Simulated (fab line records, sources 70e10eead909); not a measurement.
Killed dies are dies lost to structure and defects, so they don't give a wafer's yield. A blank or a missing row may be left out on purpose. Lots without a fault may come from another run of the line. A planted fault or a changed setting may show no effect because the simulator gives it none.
Chamber matching | flow nand_harc | NHARC_A_CONTACT_ETCH_90 on rie_diel-13: 4 sister chambers
The step etches the open film in CH3F/O2, target depth 40 nm, time 85.7 s. 4 wafers are shown with their chamber, then 7 later ones without.

WAFERS WITH THEIR CHAMBER
wafer  | chamber | drypump_motor_current_A (A)
L316.6 | 1       | 6.1
L328.5 | 0       | 5.6
L337.1 | 3       | 5.0
L337.4 | 2       | 6.1

WAFERS WITHOUT THEIR CHAMBER
wafer  | drypump_motor_current_A (A)
L337.5 | 6.1
L338.2 | 5.1
L338.4 | 6.1
L338.5 | 6.1
L339.1 | 6.1
L339.2 | 5.6
L339.3 | 5.1

WHICH CHAMBER EACH WENT THROUGH
wafer  | from the rows above     | in truth
L337.5 | can't be placed: 1 or 2 | 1
L338.2 | 3                       | 3
L338.4 | can't be placed: 1 or 2 | 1
L338.5 | can't be placed: 1 or 2 | 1
L339.1 | can't be placed: 1 or 2 | 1
L339.2 | 0                       | 0
L339.3 | 3                       | 3
Placed correctly: 3 of 7. Can't be placed from these rows: 4 (the true chamber is among the candidates in 4). Placed wrongly: 0.
How it was worked out, from the rows above alone: a wafer's distance from a chamber is the root of the sum, over the readings, of the square of ((its reading less the chamber's mean) divided by the reading's scatter). The wafer belongs to the nearest chamber; if the next one is less than 2 further off, it can't be placed. A chamber's mean is the mean of its shown wafers. The scatter: with one shown wafer a chamber, the root of the mean of the squares of how far each hidden wafer lies from its nearest shown one.
